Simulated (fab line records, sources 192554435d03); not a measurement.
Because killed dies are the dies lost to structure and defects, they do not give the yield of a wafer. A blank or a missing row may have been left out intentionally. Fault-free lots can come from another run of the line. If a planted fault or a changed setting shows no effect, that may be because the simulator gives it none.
Matching of chambers    flow n5Finfet    4 sister chambers for N5_BEOL_M13_ETCH_59 on rieDiel-06
The step etches BARC in N2/H2, target depth 89 nm, overetch 26.7 nm, time 67.9 s. 8 wafers are shown with their chamber, then 12 later ones without.

WAFERS, EACH WITH ITS CHAMBER
wafer   chamber  drypumpMotorCurrentA (A)  showerheadPlenumPTorr (Torr)
L077.2  3        5.4                       2.52
L095.2  3        5.5                       2.51
L090.1  2        6.5                       2.48
L090.6  2        6.5                       2.48
L085.6  0        6.4                       2.66
L092.2  1        5.4                       2.49
L092.4  0        6.4                       2.66
L092.6  1        5.4                       2.49

WAFERS WITHOUT THEIR CHAMBER
wafer   drypumpMotorCurrentA (A)  showerheadPlenumPTorr (Torr)
L091.1  6.4                       2.66
L091.2  5.4                       2.51
L091.3  6.5                       2.48
L093.2  5.5                       2.51
L093.3  5.4                       2.49
L093.6  5.4                       2.49
L096.1  6.5                       2.48
L096.4  6.4                       2.66
L096.5  5.5                       2.51
L097.1  5.5                       2.50
L097.3  6.4                       2.66
L097.6  5.4                       2.49

CHAMBER TAKEN BY EACH
wafer   from the rows above      in truth
L091.1  0                        0
L091.2  3                        3
L091.3  2                        2
L093.2  3                        3
L093.3  1                        1
L093.6  1                        1
L096.1  2                        2
L096.4  0                        0
L096.5  3                        3
L097.1  can't be placed: 1 or 3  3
L097.3  0                        0
L097.6  1                        1
Correctly placed: 11 of 12. From these rows, 1 cannot be placed; in 1 the true chamber is one of the candidates. Placed wrongly: 0.
How it was worked out, from the rows above alone: a wafer's distance from a chamber is the root of the sum, over the readings, of the square of ((its reading less the chamber's mean) divided by the reading's scatter). The wafer belongs to the nearest chamber; if the next one is less than 2 further off, it can't be placed. Each chamber's mean is taken over the wafers shown for it. How the scatter is found: for the shown wafers, subtract from each reading the mean of its chamber, square and add these, divide the total by (wafers less chambers), then take the root.
